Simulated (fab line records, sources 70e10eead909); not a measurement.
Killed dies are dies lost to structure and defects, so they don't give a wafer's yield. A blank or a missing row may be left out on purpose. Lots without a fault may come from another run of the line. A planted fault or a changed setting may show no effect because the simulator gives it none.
One fault seen from 2 desks | flow nand_harc | each desk has only its own numbers; what lay behind them comes last

THE METROLOGY DESK
What the gauges read, lot by lot, whatever tool the lot ran on: means of the sampled wafers that have a number. A lot is out of limits, marked OUT, if its mean lies more than 4 standard deviations from the usual mean; the brackets give that distance.
Columns: A = overlay_x_nm at NHARC_P_STI_OVL_MEAS_10, usual -2 nm; B = overlay_y_nm at NHARC_P_STI_OVL_MEAS_10, usual 2 nm; C = cd_nm at NHARC_P_GATE_CD_MEAS_26, usual 120.0 nm; D = overlay_x_nm at NHARC_P_GATE_OVL_MEAS_27, usual 0.0 nm; E = overlay_y_nm at NHARC_P_GATE_OVL_MEAS_27, usual 0.0 nm
lot  | first seen here | A   | B  | C                | D    | E
L951 | day 3 06:54     | 10  | -3 | 120.6            | -0.1 | 1.4
L952 | day 3 14:42     | -10 | -1 | 121.2            | -1.5 | 0.6
L954 | day 4 10:55     | 12  | 3  | 121.1            | -0.4 | 0.0
L959 | day 6 13:33     | -8  | 2  | 124.3 (+4.5) OUT | 0.8  | -0.4
L963 | day 8 04:56     | 1   | 3  | 123.3            | -1.1 | -0.7
L964 | day 8 15:37     | -6  | 7  | 120.3            | 0.7  | 0.5
L965 | day 9 02:20     | -3  | 1  | 119.5            | -0.6 | -1.3
L968 | day 10 08:53    | -6  | 6  | 120.0            | 0.5  | -1.5
L969 | day 10 21:34    | -7  | 7  | 119.5            | -0.0 | 0.1
L971 | day 11 13:14    | 1   | 0  | 119.7            | 1.4  | 1.0
L972 | day 12 00:33    | 10  | 5  | 119.6            | 0.7  | 1.5
L973 | day 12 08:57    | 3   | 12 | 120.8            | -0.1 | -1.1
This desk's finding: out of limits on L959; first on L959, day 8 18:05 (cd_nm at NHARC_P_GATE_CD_MEAS_26). In limits: L951, L952, L954, L963, L964, L965, L968, L969, L971, L972, L973.

THE TOOL OWNER'S DESK: litho_track-04
The tool's own readings at NHARC_P_GATE_PEB_24 (peb time 65 s): means of the sampled wafers that have a number, for each lot that ran on this tool. A lot is out of limits, marked OUT, if its mean lies more than 4 standard deviations from the usual mean; the brackets give that distance.
Columns: A = chill_plate_temp_C at NHARC_P_GATE_PEB_24, usual 22.99 C; B = heater_power_total_W at NHARC_P_GATE_PEB_24, usual 156.6 W
lot  | first seen here | A     | B
L951 | day 5 06:09     | 23.00 | 156.6
L952 | day 5 20:07     | 23.08 | 156.8
L959 | day 8 18:01     | 22.95 | 164.5 (+19) OUT
L963 | day 10 07:42    | 23.09 | 164.6 (+20) OUT
This desk's finding: out of limits on L959, L963; first on L959, day 8 18:01 (heater_power_total_W at NHARC_P_GATE_PEB_24). In limits: L951, L952.

PUT TOGETHER
The tool owner's desk could have raised an alarm at day 8 18:01, on L959, L963.
The metrology desk could have raised an alarm at day 8 18:05, on L959.
The metrology desk has L963 on record, within its limits.
Of the lots named, all ran NHARC_P_GATE_PEB_24 on litho_track-04.

WHAT THE SIMULATOR HAD PUT IN
Process parameter drift: litho_track-04, from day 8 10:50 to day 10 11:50, at NHARC_P_GATE_PEB_24. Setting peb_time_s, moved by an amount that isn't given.
Lots struck among those shown: L959, L963.
Hours from the fault's start to each desk's first reading out of limits: the tool owner's desk, 7; the metrology desk, 7.
